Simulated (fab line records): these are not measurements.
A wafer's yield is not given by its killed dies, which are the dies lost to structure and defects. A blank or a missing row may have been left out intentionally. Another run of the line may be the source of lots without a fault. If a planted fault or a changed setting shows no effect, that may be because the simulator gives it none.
Matching of chambers	flow n5Finfet	3 sister chambers for N5_BEOL_M10_ILD_DEP_00 on pecvd-01
The step deposits SiCOH lowk from DEMS/porogen, target thk 308.51 nm, time 58 s. 24 wafers are shown with their chamber, then 12 later ones without.

== WAFERS PAIRED WITH THEIR CHAMBERS ==
wafer	chamber	throttleValvePct (%)	showerheadPlenumPTorr (Torr)	heaterPowerW (W)
L075.3	0	14.0	5.692	295
L075.4	1	14.5	5.754	379
L075.5	2	12.9	5.698	321
L076.2	2	13.3	5.697	349
L076.4	2	13.1	5.706	351
L076.5	1	14.7	5.779	363
L077.1	1	14.6	5.782	373
L077.3	0	14.2	5.708	312
L077.5	0	14.4	5.704	320
L079.2	2	13.3	5.716	332
L079.3	0	13.9	5.715	289
L079.6	2	13.2	5.700	341
L080.2	1	14.5	5.752	375
L080.3	2	13.2	5.700	342
L080.5	0	14.2	5.707	280
L084.2	2	13.1	5.707	317
L084.5	1	14.6	5.767	350
L084.6	0	14.2	5.710	282
L085.3	1	14.5	5.754	380
L085.4	1	14.8	5.784	380
L085.6	2	13.2	5.720	336
L090.1	1	14.7	5.767	377
L090.2	2	13.3	5.705	336
L090.6	1	14.7	5.783	379

SIGNATURES (averages over the wafers above)
reading	chamber 0	chamber 1	chamber 2	scatter within a chamber
throttleValvePct	14.150	14.622	13.178	0.136
showerheadPlenumPTorr	5.70600	5.76911	5.70544	0.0104
heaterPowerW	296.33	372.89	336.11	12.4
Rule: distance of a wafer from a chamber = root of the sum over the readings of ((wafer's reading minus chamber's mean) / reading's scatter) squared. If the next closest chamber is less than 2 further off than the closest, the wafer can't be placed; otherwise it belongs to the closest. The scatter: take each reading less its chamber's mean, square it, sum over the shown wafers, divide by the number of wafers less the number of chambers, and take the root.

== WAFERS WHOSE CHAMBER IS MISSING ==
wafer	throttleValvePct (%)	showerheadPlenumPTorr (Torr)	heaterPowerW (W)
L092.2	14.4	5.705	327
L092.3	13.4	5.714	294
L092.6	14.7	5.768	340
L093.1	14.3	5.709	261
L093.2	13.5	5.716	354
L093.6	14.2	5.697	276
L096.2	14.3	5.695	262
L096.5	13.6	5.707	268
L096.6	14.4	5.780	344
L097.4	14.3	5.692	310
L097.5	13.4	5.700	272
L097.6	14.6	5.779	382

== WHICH CHAMBER EACH ONE RAN IN ==
wafer	from the rows above	in truth
L092.2	0	0
L092.3	can't be placed: 2 or 0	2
L092.6	1	1
L093.1	0	0
L093.2	2	2
L093.6	0	0
L096.2	0	0
L096.5	can't be placed: 0 or 2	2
L096.6	1	1
L097.4	0	0
L097.5	can't be placed: 2 or 0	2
L097.6	1	1
Correctly placed: 9 of 12. Cannot be placed on the basis of these rows: 3; the candidates contain the true chamber in 3. Number placed wrongly: 0.
